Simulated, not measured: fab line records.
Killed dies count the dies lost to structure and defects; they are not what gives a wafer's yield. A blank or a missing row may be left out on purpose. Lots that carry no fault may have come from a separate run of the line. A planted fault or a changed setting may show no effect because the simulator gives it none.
fab line records	flow nand-harc
record lots=6	wafers=18	last-day=25
route steps=1159 shown THIN_TSV@1119 END@1159
lots that met no fault: taken from a fault-free run of the same line
start-h: hours from the record's first day to the start of the lot's first wafer shown	wait-h: time in hours since the lot's previous step	" as in the row above	L1.1+2: a single row standing in for several wafers	- no value, or no start given	* or withheld: withheld	< > ~ a bound
route shown NAME@n: NAME is a module with steps in the file, n the number in the route of the first one	usual: average and standard deviation across the fault-free wafers	same: alike in all rows	chamber/n: place in a boat	sites: per-site readings	_std_site: the standard deviation of these	_edge_site: inner sites' mean taken away from outer sites' mean	radius-mm: how far each site lies from the wafer's centre	mask NAME#n: copy n	behind: the tool/chamber that last shaped the wafer	hold: reason for holding the lot/hours on hold/outcome of the hold	device: transistor that didn't switch, given as n, p or np	end of line: tests of these same wafers at the route's end	where a step has no rows: the recipe by itself	killed: dies lost to structure and defects at the first sort, not the wafer's yield	map: shows each die of a wafer: x if killed, . if not, _ if none is there
set.NAME: setting as actually run; set.NAME@STEP: the setting as run at that earlier step	model.NAME: the simulator's own value behind a step, which no gauge read
a table for each step, a row for each wafer; lots at some steps of the route
services: a tool's chamber out of use, with start hour (start-h, from the record's first day; less than 0 if before it), hours out, and reason
## steps
# step NHARC_THIN_TSV_ETCH_44
# recipe target-depth-a=15942	time-s=797.1	cf4-flow-sccm=150	o2-flow-sccm=10	ar-flow-sccm=0	rf-w=300	bias-w=800	chemistry=CF4/O2
# step NHARC_THIN_TSV_ETCH_15
# recipe target-depth-a=30000	bosch-target-overetch-cycles=2	bosch-etch-step-s=2.8	bosch-dep-step-s=1.2	bosch-cycles=14
# usual drypump-motor-current-A=5.9/0.49
lot.wafer	tool	chamber	start-h	wait-h	drypump-motor-current-A	rf-hours-counter-h
L787.4	rie-si-04	2	433.85	-	5.9	1.4
L787.1	"	3	"	"	6.0	1.4
L787.2	"	0	"	"	5.6	1.3
L784.2	rie-si-06	2	435.18	-	5.5	0.7
L784.3	"	3	"	"	4.9	0.7
L784.1	"	1	"	"	6.5	0.4
L785.2	rie-si-02	1	436.17	-	5.7	0.5
L785.3	"	2	"	"	5.4	0.4
L785.5	"	3	"	"	6.8	-
L788.4	rie-si-02	2	444.47	-	5.3	0.4
L788.3	"	0	"	"	5.9	0.6
L788.6	"	1	"	"	5.7	-
L804.4	rie-si-04	1	568.20	-	6.4	0.7
L804.2	"	3	"	"	6.1	0.9
L804.6	"	2	"	"	5.9	-
L805.4	rie-si-02	0	574.34	-	5.9	0.0
L805.1	"	1	"	"	5.7	0.0
L805.2	"	3	"	"	6.8	0.0
# step NHARC_THIN_TSV_CD_MEAS_16
# usual cd-nm=1000.7/2.8
lot.wafer	tool	chamber	start-h	wait-h	cd-nm
L787.1	cd-sem-01	-	433.99	0.1	1005.6
L787.2	"	-	"	"	1005.3
L787.4	"	-	"	"	998.7
L784.1	cd-sem-03	-	435.32	0.1	1002.5
L784.2	"	-	"	"	998.4
L784.3	"	-	"	"	995.5
L785.2	cd-sem-01	-	436.29	0.1	999.9
L785.3	"	-	"	"	1003.8
L785.5	"	-	"	"	1003.4
L788.3	cd-sem-03	-	444.63	0.1	1001.0
L788.4	"	-	"	"	999.9
L788.6	"	-	"	"	1002.9
L804.2	cd-sem-01	-	568.34	0.1	1001.0
L804.4	"	-	"	"	1003.3
L804.6	"	-	"	"	996.2
L805.1	cd-sem-01	-	574.49	0.1	998.3
L805.2	"	-	"	"	997.6
L805.4	"	-	"	"	1001.5
# step NHARC_THIN_TSV_STRIP_45
# recipe power-w=1500	temp-c=250	chemistry=O2
# usual drypump-motor-current-A=5.6/0.47	heater-power-w=356/28
lot.wafer	tool	chamber	start-h	wait-h	drypump-motor-current-A	heater-power-w	rf-hours-counter-h
L787.1	plasma-asher-01	1	434.06	0.1	5.7	405	52
L787.2	"	0	"	"	4.9	339	52
L787.4	"	1	"	"	5.8	397	-
L784.2	plasma-asher-01	1	435.40	0.1	5.7	393	53
L784.1	"	0	"	"	4.9	344	53
L784.3	"	1	"	"	5.7	400	-
L785.2	plasma-asher-01	1	436.36	0.1	5.7	403	53
L785.3	"	0	"	"	5.0	349	-
L785.5	"	1	"	"	5.7	401	-
L788.3	plasma-asher-01	0	444.79	0.2	4.9	348	-
L788.4	"	1	"	"	5.7	402	-
L788.6	"	1	"	"	5.7	406	-
L804.2	plasma-asher-01	1	568.46	0.1	5.7	386	38
L804.4	"	0	"	"	5.0	332	-
L804.6	"	0	"	"	5.0	334	-
L805.2	plasma-asher-01	1	574.72	0.2	5.7	385	40
L805.1	"	0	"	"	4.9	340	40
L805.4	"	1	"	"	5.7	386	-
# step NHARC_THIN_TSV_STRIP_46
# recipe time-s=1200	temp-c=72.5	chemistry=post-etch-residue-remover
# step NHARC_THIN_TSV_DEP_47
# recipe target-thk-a=2000	temp-c=withheld	pressure-torr=6.5	rf-w=900	teos-flow-sccm=161.4	flow-sccm=2650	target-thk-nm=200	gas=O2	material=SiO2
# step NHARC_THIN_TSV_ETCHBACK_48
# recipe target-depth-a=10285	over-etch-frac=0.3	time-s=405.17	ion-energy-ev=250	c4f8-flow-sccm=withheld	ar-flow-sccm=withheld	rf-w=600	bias-w=300	chemistry=C4F8/Ar
# usual oes-product-au=0.94/0.03	rf-vpp-V=546/3
# same over-etch-frac=0.3
lot.wafer	tool	chamber	start-h	wait-h	oes-product-au	rf-hours-counter-h	rf-vpp-V
L787.2	rie-diel-01	2	435.30	-	0.98	14	547
L787.1	"	3	"	"	0.97	12	544
L787.4	"	0	"	"	0.94	12	550
L784.3	rie-diel-11	3	436.64	-	0.92	5	544
L784.2	"	1	"	"	0.91	5	551
L784.1	"	2	"	"	0.93	5	541
L785.2	rie-diel-01	1	437.57	-	0.91	13	549
L785.3	"	3	"	"	0.91	13	545
L785.5	"	2	"	"	0.93	-	548
L788.3	rie-diel-11	2	445.93	-	0.92	5	541
L788.4	"	0	"	"	0.92	4	549
L788.6	"	2	"	"	0.91	-	542
L804.4	rie-diel-07	3	569.62	-	0.93	9	545
L804.2	"	2	"	"	0.92	9	544
L804.6	"	3	"	"	0.93	-	543
L805.1	rie-diel-01	3	575.93	-	0.92	7	543
L805.2	"	1	"	"	0.92	7	548
L805.4	"	2	"	"	0.93	7	545
# step NHARC_THIN_TSV_STRIP_62
# recipe power-w=1500	temp-c=250	time-s=20	chemistry=N2/H2
# step NHARC_THIN_TSV_DEGAS_49
# recipe temp-c=300	time-s=120
# usual heater-power-w=484/34
lot.wafer	tool	chamber	start-h	wait-h	heater-power-w
L787.1	pvd-sputter-03	-	435.86	0.1	540
L787.2	"	-	"	"	471
L787.4	"	-	"	"	522
L784.1	pvd-sputter-01	-	437.25	0.2	476
L784.3	"	-	"	"	480
L784.2	"	-	"	"	494
L785.3	pvd-sputter-03	-	438.10	0.1	537
L785.2	"	-	"	"	464
L785.5	"	-	"	"	472
L788.3	pvd-sputter-01	-	446.42	0.1	468
L788.4	"	-	"	"	480
L788.6	"	-	"	"	478
L804.4	pvd-sputter-01	-	570.16	0.1	453
L804.2	"	-	"	"	506
L804.6	"	-	"	"	465
L805.1	pvd-sputter-01	-	576.46	0.1	483
L805.2	"	-	"	"	497
L805.4	"	-	"	"	491
# step NHARC_THIN_TSV_PRE_CLEAN_50
# recipe time-s=30	temp-c=280	gas=H2/He
# step NHARC_THIN_TSV_PVD_19
# recipe target-thk-a=200	chamber-pressure-pa=5	material=TaN
# usual throttle-valve-pct=30.0/0.73
lot.wafer	tool	chamber	start-h	wait-h	throttle-valve-pct
L787.2	pvd-sputter-03	-	-	-	29.1
L787.4	"	-	"	"	30.3
L787.1	"	-	"	"	30.3
L784.1	pvd-sputter-01	-	-	-	29.5
L784.3	"	-	"	"	30.4
L784.2	"	-	"	"	31.6
L785.2	pvd-sputter-03	-	-	-	30.3
L785.3	"	-	"	"	30.8
L785.5	"	-	"	"	30.2
L788.3	pvd-sputter-01	-	-	-	29.7
L788.4	"	-	"	"	30.5
L788.6	"	-	"	"	29.3
L804.2	pvd-sputter-01	-	-	-	30.0
L804.4	"	-	"	"	30.7
L804.6	"	-	"	"	29.4
L805.1	pvd-sputter-01	-	-	-	30.9
L805.4	"	-	"	"	31.1
L805.2	"	-	"	"	29.1
# step NHARC_THIN_TSV_PVD_51
# recipe target-thk-a=1000	chamber-pressure-pa=5	material=Cu
# step NHARC_THIN_TSV_ECD_20
# recipe target-thk-a=20000	material=Cu
lot.wafer	tool	chamber	start-h	wait-h
L787.2+1+4	ecd-cu-02	0,1,1	436.35	-
L787.2+1+4	ecd-cu-02	0,1,1	437.23	0.8
L784.2+1+3	ecd-cu-01	1,0,1	437.70	-
L785.2+3+5	ecd-cu-01	0	438.73	-
L788.3+4+6	ecd-cu-01	1,0,1	447.26	-
L788.3+4+6	ecd-cu-01	1,0,1	456.25	8.9
L804.2+4+6	ecd-cu-01	0	570.61	-
L805.2+1+4	ecd-cu-01	1,0,0	576.91	-
# step NHARC_THIN_TSV_ANNEAL_52
# recipe temp-c=225	time-s=90
# step NHARC_END_SORT_01
# recipe temp-c=25
# usual defect-limited-yield=95.3/1.6	killed-at-array=27/11	killed-at-other=0.7/1.1	killed-at-periphery=3.6/2.4	killed-dies=32/11	killed-open=3.3/1.8	killed-short=2.1/1.5	sort_bin_2_pct=1.4/0.64	sort_bin_3_pct=0.29/0.22	sort_bin_4_pct=3.0/1.1	sort-n-pass=645/11	sort-rim-yield-pct=95/3.5	sort-yield-pct=95.3/1.6
# same gross-dies=677	sort_bin_5_pct[%]=0	sort_bin_6_pct[%]=0	sort_bin_7_pct[%]=0	sort_bin_8_pct[%]=0	sort-rim-n-gross=106.00
lot.wafer	tool	chamber	start-h	wait-h	defect-limited-yield[%]	killed-at-array	killed-at-other	killed-at-periphery	killed-dies	killed-open	killed-short	sort_bin_2_pct[%]	sort_bin_3_pct[%]	sort_bin_4_pct[%]	sort-n-pass	sort-rim-yield-pct[%]	sort-yield-pct[%]
L784.1	prober-02	0	452.31	2.5	97.9	10	0	4	14	2	4	0.6	0.30	1.2	663	98	97.9
L784.2	prober-02	0	453.11	2.8	97.9	11	0	3	14	5	3	0.6	0.15	1.3	663	95	97.9
L784.3	prober-02	0	453.91	3.1	97.5	14	1	2	17	5	2	1.0	0.15	1.3	660	98	97.5
L787.1	prober-01	0	454.46	2.5	96.3	13	0	12	25	2	3	0.7	0.30	2.7	652	96	96.3
L787.2	prober-01	0	455.26	2.8	97.2	15	0	4	19	0	6	1.3	0.30	1.2	658	98	97.2
L787.4	prober-01	0	456.86	3.4	97.9	11	1	2	14	3	1	0.4	0.15	1.5	663	99	97.9
L785.2	prober-02	0	460.89	2.8	95.7	21	0	8	29	2	1	1.9	0	2.4	648	96	95.7
L785.3	prober-02	0	461.70	3.1	96.5	21	1	2	24	3	1	1.0	0.59	1.9	653	95	96.5
L785.5	prober-02	0	463.32	3.7	93.2	34	2	10	46	6	0	2.2	0.30	4.3	631	93	93.2
L788.3	prober-01	0	471.05	3.1	95.3	26	0	6	32	4	2	1.6	0.15	3.0	645	98	95.3
L788.4	prober-01	0	471.85	3.4	97.0	14	0	6	20	3	6	1.2	0.15	1.6	657	95	97.0
L788.6	prober-01	0	473.44	4.0	96.2	22	0	4	26	3	2	0.6	0.30	3.0	651	98	96.2
L804.2	prober-02	0	582.82	2.8	96.0	26	0	1	27	0	1	0.9	0.44	2.7	650	93	96.0
L804.4	prober-02	0	584.45	3.5	93.8	37	0	5	42	3	3	1.8	0.59	3.8	635	99	93.8
L804.6	prober-02	0	586.09	4.1	94.7	33	1	2	36	5	3	0.9	0.30	4.1	641	91	94.7
# killed by level:class
L784.1 A_CONTACT:chamber-film-flake=4 P_GATE:chamber-film-flake=2 A_CHANNEL_HOLE_D1:chamber-film-flake=2 P_M0:geometric-particle:short=1 P_M0:geometric-particle:open=1 A_ONON_D1:geometric-particle:short=1 A_CHANNEL_FILL_D1:geometric-particle:short=1 A_CHANNEL_FILL_D1:geometric-particle:open=1
L784.2 A_CHANNEL_FILL_D1:geometric-particle:open=2 P_GATE:chamber-film-flake=2 P_M0:geometric-particle:open=1 A_CHANNEL_FILL_D1:geometric-particle:short=1 A_STAIRCASE:geometric-particle:short=1 A_WL_FILL:geometric-particle:open=1 A_WL_FILL:geometric-particle:short=1 A_M0:geometric-particle:open=1
L784.3 A_CONTACT:chamber-film-flake=4 A_CHANNEL_HOLE_D1:chamber-film-flake=3 P_M0:geometric-particle:open=1 A_ONON_D1:geometric-particle:open=1 A_ONON_D1:geometric-particle:short=1 A_WL_FILL:geometric-particle:short=1 A_CONTACT:geometric-particle:open=1 A_M0:geometric-particle:open=1
L787.1 P_ZERO_WELL:chamber-film-flake=7 A_STAIRCASE:chamber-film-flake=3 A_WL_FILL:chamber-film-flake=2 P_CONTACT:geometric-particle:short=1 P_M0:geometric-particle:open=1 A_SOURCE_PLATE:geometric-particle:short=1 A_CHANNEL_FILL_D1:geometric-particle:open=1 A_CHANNEL_FILL_D1:geometric-particle:short=1
L787.2 P_ZERO_WELL:chamber-film-flake=4 A_CHANNEL_FILL_D1:chamber-film-flake=3 A_CONTACT:geometric-particle:short=2 A_STAIRCASE:chamber-film-flake=2 A_CONTACT:chamber-film-flake=2 A_ONON_D1:geometric-particle:short=1 A_CHANNEL_FILL_D1:geometric-particle:short=1 A_BLC:geometric-particle:short=1
L787.4 A_CHANNEL_HOLE_D1:chamber-film-flake=3 P_ZERO_WELL:chamber-film-flake=2 A_STAIRCASE:chamber-film-flake=2 A_SOURCE_PLATE:geometric-particle:open=1 A_ONON_D1:geometric-particle:short=1 A_STAIRCASE:geometric-particle:open=1 A_BLC:geometric-particle:open=1 A_ZERO_WELL:chamber-film-flake=1
L785.2 A_CHANNEL_HOLE_D1:chamber-film-flake=8 A_SLIT:chamber-film-flake=7 P_CONTACT:chamber-film-flake=6 A_ZERO_WELL:chamber-film-flake=2 A_STAIRCASE:chamber-film-flake=2 P_STI:geometric-particle:open=1 P_CONTACT:geometric-particle:open=1 A_WL_FILL:geometric-particle:short=1
L785.3 A_CHANNEL_HOLE_D1:chamber-film-flake=7 A_SLIT:chamber-film-flake=6 A_CONTACT:chamber-film-flake=3 P_CONTACT:geometric-particle:open=1 A_CHANNEL_FILL_D1:geometric-particle:short=1 A_WL_FILL:geometric-particle:open=1 A_CONTACT:geometric-particle:open=1 P_CONTACT:chamber-film-flake=1
L785.5 A_CHANNEL_HOLE_D1:chamber-film-flake=14 A_SLIT:chamber-film-flake=12 P_CONTACT:chamber-film-flake=7 A_ZERO_WELL:chamber-film-flake=2 THIN_TSV:chamber-film-flake=2 P_CONTACT:geometric-particle:open=1 P_M0:geometric-particle:open=1 P_M1:geometric-particle:open=1
L788.3 A_CHANNEL_HOLE_D1:chamber-film-flake=14 A_CONTACT:chamber-film-flake=5 P_ZERO_WELL:chamber-film-flake=4 A_STAIRCASE:chamber-film-flake=2 P_CONTACT:geometric-particle:open=1 P_M2:geometric-particle:open=1 A_CHANNEL_HOLE_D1:geometric-particle:open=1 A_SGD_CUT:geometric-particle:short=1
L788.4 A_CHANNEL_HOLE_D1:chamber-film-flake=5 A_STAIRCASE:chamber-film-flake=3 A_CONTACT:chamber-film-flake=3 P_CONTACT:geometric-particle:short=2 P_M0:geometric-particle:open=2 P_M0:geometric-particle:short=1 P_M1:geometric-particle:open=1 A_ONON_D1:geometric-particle:short=1
L788.6 A_CHANNEL_HOLE_D1:chamber-film-flake=11 A_CONTACT:chamber-film-flake=5 P_BONDPAD:chamber-film-flake=2 A_STAIRCASE:chamber-film-flake=2 P_GATE:geometric-particle:open=1 P_CONTACT:geometric-particle:short=1 A_ONON_D1:geometric-particle:open=1 A_WL_FILL:geometric-particle:short=1
L804.2 A_SLIT:chamber-film-flake=14 A_CHANNEL_HOLE_D1:chamber-film-flake=7 A_CONTACT:chamber-film-flake=2 A_ONON_D1:geometric-particle:short=1 P_GATE:chamber-film-flake=1 A_STAIRCASE:chamber-film-flake=1 A_WL_FILL:chamber-film-flake=1
L804.4 A_SLIT:chamber-film-flake=14 A_CHANNEL_HOLE_D1:chamber-film-flake=9 A_CONTACT:chamber-film-flake=5 A_WL_FILL:chamber-film-flake=3 P_M1:geometric-particle:open=2 A_M1:geometric-particle:short=2 P_M0:chamber-film-flake=2 A_SGD_CUT:geometric-particle:short=1
L804.6 A_SLIT:chamber-film-flake=10 A_CONTACT:chamber-film-flake=7 A_CHANNEL_HOLE_D1:chamber-film-flake=3 A_WL_FILL:chamber-film-flake=3 A_M1:chamber-film-flake=3 A_CONTACT:geometric-particle:open=2 P_GATE:geometric-particle:short=1 A_ONON_D1:geometric-particle:short=1
## services
tool	chamber	start-h	hours	kind
rie-diel-01	0	417.19	1.7	repair
rie-diel-11	0	426.00	19.1	repair
rie-diel-01	0	443.66	13.7	repair
ecd-cu-02	-	444.68	3.4	repair
rie-si-04	1	445.30	6.6	repair
ecd-cu-01	-	448.04	8.0	pm
rie-diel-07	-	450.29	0.4	repair
rie-si-04	-	453.00	9.0	pm
plasma-asher-01	-	453.03	9.0	pm
rie-diel-01	1	457.88	3.1	repair
rie-si-02	-	477.53	0.6	repair
rie-diel-01	-	491.80	9.0	pm
rie-diel-07	2	492.87	3.4	repair
rie-si-06	3	497.78	10.5	repair
pvd-sputter-03	-	498.34	10.0	pm
pvd-sputter-01	-	514.00	10.0	pm
rie-si-02	0	525.76	4.8	repair
ecd-cu-02	-	532.24	8.0	pm
rie-diel-11	0	533.59	15.8	repair
rie-si-06	-	536.48	0.5	repair
rie-si-06	-	537.00	9.0	pm
rie-si-04	1	538.11	7.6	repair
rie-diel-11	-	543.50	9.0	pm
rie-si-02	-	565.00	9.0	pm
## key
first-sign step=NHARC_THIN_TSV_ECD_20	reading=visit	direction=added
effect none on later readings
met-at NHARC_THIN_TSV_ECD_20
struck-wafers L787.1,L787.2,L787.4,L788.3,L788.4,L788.6
fault kind=repeated-step-whole	tool=ecd-cu-01,ecd-cu-02	chamber=-	onset-h=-	steps=NHARC_THIN_TSV_ECD_20	times=1	scope=struck-lots-only
